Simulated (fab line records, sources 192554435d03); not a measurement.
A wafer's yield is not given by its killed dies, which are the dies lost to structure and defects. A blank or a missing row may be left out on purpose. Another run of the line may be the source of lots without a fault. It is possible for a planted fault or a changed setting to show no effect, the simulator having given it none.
Chamber matching :: flow n5 finfet :: N5_SD_EPI_P_SD_RECESS_17 on rie si-04: 4 sister chambers
The step chemistry HBr/Cl2/O2, target depth 39.1 nm, bt time 3 s. 4 wafers are shown with their chamber, then 10 later ones without.

WAFERS PAIRED WITH THEIR CHAMBERS
wafer: L079.2
chamber: 0
drypump motor current A (A): 5.3

wafer: L081.1
chamber: 3
drypump motor current A (A): 5.9

wafer: L084.3
chamber: 1
drypump motor current A (A): 5.1

wafer: L084.4
chamber: 2
drypump motor current A (A): 6.1

WAFERS WITH NO CHAMBER GIVEN
wafer: L084.6
drypump motor current A (A): 5.1

wafer: L085.3
drypump motor current A (A): 6.1

wafer: L085.5
drypump motor current A (A): 5.2

wafer: L085.6
drypump motor current A (A): 5.9

wafer: L091.1
drypump motor current A (A): 6.1

wafer: L091.4
drypump motor current A (A): 5.9

wafer: L091.6
drypump motor current A (A): 5.3

wafer: L095.2
drypump motor current A (A): 6.1

wafer: L095.4
drypump motor current A (A): 5.1

wafer: L095.5
drypump motor current A (A): 6.1

THE CHAMBER EACH PASSED THROUGH
wafer: L084.6
from the rows above: 1
in truth: 1

wafer: L085.3
from the rows above: 2
in truth: 2

wafer: L085.5
from the rows above: can't be placed: 0 or 1
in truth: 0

wafer: L085.6
from the rows above: 3
in truth: 3

wafer: L091.1
from the rows above: 2
in truth: 2

wafer: L091.4
from the rows above: 3
in truth: 3

wafer: L091.6
from the rows above: 0
in truth: 0

wafer: L095.2
from the rows above: 2
in truth: 2

wafer: L095.4
from the rows above: 1
in truth: 1

wafer: L095.5
from the rows above: 2
in truth: 2
Placed correctly: 9 of 10. Can't be placed from these rows: 1 (the true chamber is among the candidates in 1). Number placed wrongly: 0.
How it was worked out, from the rows above alone: a wafer's distance from a chamber is the root of the sum, over the readings, of the square of ((its reading less the chamber's mean) divided by the reading's scatter). If the next closest chamber is less than 2 further off than the closest, the wafer can't be placed; otherwise it belongs to the closest. The mean given for a chamber averages the wafers shown for that chamber. The scatter (one wafer shown for each chamber): square how far every hidden wafer sits from the nearest shown wafer, average those squares and take the square root.
